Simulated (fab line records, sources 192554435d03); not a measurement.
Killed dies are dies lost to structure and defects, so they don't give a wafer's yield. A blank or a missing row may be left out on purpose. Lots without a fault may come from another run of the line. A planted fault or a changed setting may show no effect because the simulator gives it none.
Chamber matching | flow n5_finfet | N5_HKMG_FIN_ALD_91 on ald_metal-02: 4 sister chambers
The step deposits TiN, target thk 1 nm, pulse time 1 s, purge time 3 s. 24 wafers are shown with their chamber, then 12 later ones without.

WAFERS WITH THEIR CHAMBER
wafer  | chamber | heater_power_w (W) | precursor_pulse_height_rel
L074.1 | 0       | 861                | 0.969
L074.3 | 1       | 870                | 0.969
L074.6 | 3       | 758                | 1.030
L075.1 | 3       | 767                | 0.973
L075.2 | 2       | 818                | 1.041
L075.3 | 1       | 890                | 0.986
L075.4 | 2       | 828                | 1.027
L075.5 | 3       | 771                | 1.006
L075.6 | 1       | 874                | 1.060
L077.2 | 3       | 748                | 0.992
L077.3 | 2       | 839                | 1.011
L077.5 | 2       | 812                | 1.005
L080.1 | 3       | 760                | 0.998
L080.4 | 2       | 826                | 1.049
L080.5 | 0       | 836                | 0.998
L081.3 | 3       | 759                | 1.038
L081.5 | 3       | 763                | 1.007
L081.6 | 0       | 849                | 1.013
L082.1 | 3       | 743                | 1.018
L082.2 | 0       | 839                | 1.006
L082.5 | 2       | 827                | 1.012
L083.2 | 0       | 873                | 1.050
L083.3 | 1       | 877                | 1.002
L083.4 | 2       | 816                | 0.993

SIGNATURES (means of the wafers above)
reading                    | chamber 0 | chamber 1 | chamber 2 | chamber 3 | scatter within a chamber
heater_power_w             | 851.60    | 877.75    | 823.71    | 758.62    | 10.7
precursor_pulse_height_rel | 1.00720   | 1.00425   | 1.01971   | 1.00775   | 0.0261
Rule: a wafer's distance from a chamber is the root of the sum, over the readings, of the square of ((its reading less the chamber's mean) divided by the reading's scatter). The wafer belongs to the nearest chamber; if the next one is less than 2 further off, it can't be placed. The scatter: the root of (the sum of the squares of (reading less its chamber's mean) over the shown wafers, divided by (wafers less chambers)).

WAFERS WITHOUT THEIR CHAMBER
wafer  | heater_power_w (W) | precursor_pulse_height_rel
L084.1 | 830                | 0.993
L084.2 | 767                | 0.998
L084.3 | 881                | 0.981
L089.2 | 841                | 1.004
L089.5 | 825                | 1.003
L089.6 | 790                | 1.017
L093.2 | 845                | 0.987
L093.5 | 758                | 1.005
L093.6 | 834                | 1.029
L094.3 | 830                | 0.979
L094.4 | 850                | 1.032
L094.5 | 886                | 1.032

WHICH CHAMBER EACH WENT THROUGH
wafer  | from the rows above          | in truth
L084.1 | can't be placed: 2 or 0      | 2
L084.2 | 3                            | 3
L084.3 | can't be placed: 1 or 0      | 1
L089.2 | can't be placed: 0 or 2      | 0
L089.5 | can't be placed: 2 or 0      | 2
L089.6 | can't be placed: 3 or 2      | 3
L093.2 | can't be placed: 0 or 2      | 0
L093.5 | 3                            | 3
L093.6 | can't be placed: 2 or 0      | 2
L094.3 | can't be placed: 2 or 0      | 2
L094.4 | can't be placed: 0 or 2 or 1 | 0
L094.5 | 1                            | 1
Placed correctly: 3 of 12. Can't be placed from these rows: 9 (the true chamber is among the candidates in 9). Placed wrongly: 0.
